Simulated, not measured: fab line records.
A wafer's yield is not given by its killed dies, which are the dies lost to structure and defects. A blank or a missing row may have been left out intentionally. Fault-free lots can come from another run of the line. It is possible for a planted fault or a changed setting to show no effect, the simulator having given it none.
Which of the tools did it?    flow n5-finfet    24 lots with 72 wafers sampled at 2 steps, on a route of 1938 steps

WHAT THE GAUGES SHOWED, per wafer
N5_PMOS_HMC_CHANNEL_EPI_OVL_MEAS_10.
lot   measured     on          PMOS_HMC_BLK_OVL (nm)
L074  day 1 17:07  overlay-01  -1.9 -1.6 -2.0
L075  day 1 22:53  overlay-01  -0.7 -0.9 -1.2
L076  day 2 05:17  overlay-02  -0.7 -0.7 -0.4
L077  day 2 11:37  overlay-02  -0.5 -0.4 0.2
L078  day 2 17:17  overlay-02  -0.9 -0.5 -1.0
L079  day 2 23:50  overlay-01  -1.6 -1.4 -0.5
L080  day 3 05:14  overlay-01  -0.6 -1.4 -0.8
L081  day 3 11:28  overlay-01  0.9 1.0 -0.1
L082  day 3 17:39  overlay-02  1.0 0.7 -0.4
L083  day 3 23:20  overlay-02  -0.8 0.1 -0.4
L084  day 4 05:38  overlay-01  0.7 0.5 1.0
L085  day 4 11:46  overlay-01  -0.4 -0.2 -0.4
L086  day 4 17:46  overlay-02  -0.1 -0.4 -0.2
L087  day 4 23:14  overlay-01  -0.5 -0.8 0.3
L088  day 5 05:25  overlay-01  0.9 -0.2 0.1
L089  day 5 11:14  overlay-01  1.0 1.3 0.1
L090  day 5 17:08  overlay-01  -0.1 1.2 0.7
L091  day 5 23:34  overlay-01  -1.2 -1.8 -0.6
L092  day 6 04:48  overlay-01  -0.6 -1.2 -1.4
L093  day 6 11:41  overlay-02  0.6 0.6 0.3
L094  day 6 17:44  overlay-02  -0.7 -1.1 -1.5
L095  day 6 23:31  overlay-01  0.0 -0.4 0.7
L096  day 7 04:55  overlay-01  -0.7 -1.1 -1.2
L097  day 7 11:13  overlay-02  0.8 0.8 0.3

WHAT TOOL EACH LOT RAN ON (gives the tool, then ch and the chambers of the sampled wafers, and finally the start)
lot   N5_WELL_APT_RTA_34
L074  rtp-anneal-02 ch 0, day 1 15:47
L075  rtp-anneal-01 ch 0, day 1 21:41
L076  rtp-anneal-02 ch 0, day 2 03:59
L077  rtp-anneal-02 ch 0, day 2 10:11
L078  rtp-anneal-01 ch 0, day 2 15:56
L079  rtp-anneal-01 ch 0, day 2 22:02
L080  rtp-anneal-01 ch 0, day 3 03:51
L081  rtp-anneal-01 ch 0, day 3 10:08
L082  rtp-anneal-02 ch 0, day 3 16:20
L083  rtp-anneal-01 ch 0, day 3 22:08
L084  rtp-anneal-02 ch 0, day 4 04:17
L085  rtp-anneal-02 ch 0, day 4 10:26
L086  rtp-anneal-02 ch 0, day 4 16:21
L087  rtp-anneal-01 ch 0, day 4 21:49
L088  rtp-anneal-02 ch 0, day 5 04:05
L089  rtp-anneal-02 ch 0, day 5 10:01
L090  rtp-anneal-02 ch 0, day 5 15:56
L091  rtp-anneal-01 ch 0, day 5 22:16
L092  rtp-anneal-02 ch 0, day 6 03:34
L093  rtp-anneal-01 ch 0, day 6 10:23
L094  rtp-anneal-01 ch 0, day 6 16:11
L095  rtp-anneal-01 ch 0, day 6 22:11
L096  rtp-anneal-01 ch 0, day 7 03:35
L097  rtp-anneal-01 ch 0, day 7 09:49
- N5_WELL_APT_RTA_34: time 10 s.

WHAT THE TOOLS THEMSELVES READ (means of the sampled wafers that have a number; where no wafer has one, the mark that the record gives instead)
N5_WELL_APT_RTA_34.
lot   tool           lamp-power-pct (%)  wafer_temp_C_max
L074  rtp-anneal-02  12.99               1002.2
L075  rtp-anneal-01  13.02               1003.2
L076  rtp-anneal-02  13.04               1003.0
L077  rtp-anneal-02  12.98               1003.5
L078  rtp-anneal-01  12.94               1004.1
L079  rtp-anneal-01  13.04               1002.7
L080  rtp-anneal-01  12.98               1004.2
L081  rtp-anneal-01  12.98               1004.3
L082  rtp-anneal-02  13.06               1003.5
L083  rtp-anneal-01  13.02               1004.0
L084  rtp-anneal-02  12.95               1003.0
L085  rtp-anneal-02  12.99               1004.0
L086  rtp-anneal-02  13.01               1003.2
L087  rtp-anneal-01  13.01               1003.0
L088  rtp-anneal-02  13.05               1003.4
L089  rtp-anneal-02  13.01               1003.5
L090  rtp-anneal-02  13.02               1002.3
L091  rtp-anneal-01  13.01               1003.2
L092  rtp-anneal-02  13.04               1003.1
L093  rtp-anneal-01  12.99               1003.9
L094  rtp-anneal-01  12.95               1005.1
L095  rtp-anneal-01  13.06               1003.3
L096  rtp-anneal-01  13.03               1003.7
L097  rtp-anneal-01  12.98               1002.7

THE ANSWER, worked out from the rows above alone
Rule: the usual values come from the lots themselves. The widest of any qualifying gaps counts: lots, ordered by their means at a reading, are off when they make up no more than a third of the lots, leave a main group of 4 or more, and stand apart from it by 3 or more times the standard deviation of that group's means. If all means in a main group match to the digits the tables above print for the reading, that group is not used. Also off: a lot with no number at a reading for which 4 or more lots have one. Any other lot the step has rows for is counted as sound. After the gauges, taken in route order, come the tools' own readings; for these a lot's mean is taken, as printed above. At the first step where some lot is off, the reading lying furthest off is the one used; lots without a number count as furthest.
No lot is off at any reading shown: from this, nothing can be told.

WHAT WAS PUT IN BY THE SIMULATOR
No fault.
